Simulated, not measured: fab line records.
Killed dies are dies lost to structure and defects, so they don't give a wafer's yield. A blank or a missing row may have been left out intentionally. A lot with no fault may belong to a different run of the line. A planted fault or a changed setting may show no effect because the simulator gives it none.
Chamber matching ; flow n5-finfet ; N5_BEOL_M6_CMP_52 on cmp-01 has 4 sister chambers
The step polishes, stops on SiCOH lowk, t overpolish 6.9 s, target thk 80 nm. 4 wafers are shown with their chamber, then 11 later ones without.

WAFERS, EACH WITH ITS CHAMBER
wafer;chamber;motor-current-A (A)
L086.1;3;5.6
L087.3;0;6.7
L087.5;1;5.8
L089.1;2;7.6

WAFERS MISSING THEIR CHAMBER
wafer;motor-current-A (A)
L089.4;5.7
L089.6;7.0
L093.1;5.4
L093.4;7.0
L093.6;6.9
L094.1;6.3
L094.2;7.0
L094.3;5.8
L096.1;5.5
L096.3;5.9
L096.5;5.8

EACH ONE'S CHAMBER
wafer;from the rows above;in truth
L089.4;can't be placed: 1 or 3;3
L089.6;can't be placed: 0 or 2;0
L093.1;can't be placed: 3 or 1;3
L093.4;can't be placed: 0 or 2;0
L093.6;0;0
L094.1;can't be placed: 0 or 1 or 3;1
L094.2;can't be placed: 0 or 2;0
L094.3;can't be placed: 1 or 3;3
L096.1;can't be placed: 3 or 1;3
L096.3;can't be placed: 1 or 3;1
L096.5;can't be placed: 1 or 3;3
Correct placement for 1 of the 11. From these rows, 10 cannot be placed; in 10 the true chamber is one of the candidates. 0 placed wrongly.
How it was worked out, from the rows above alone: a wafer's distance from a chamber is the root of the sum, over the readings, of the square of ((its reading less the chamber's mean) divided by the reading's scatter). The wafer belongs to the nearest chamber; if the next one is less than 2 further off, it can't be placed. The mean given for a chamber averages the wafers shown for that chamber. The scatter (one wafer shown for each chamber): square how far every hidden wafer sits from the nearest shown wafer, average those squares and take the square root.
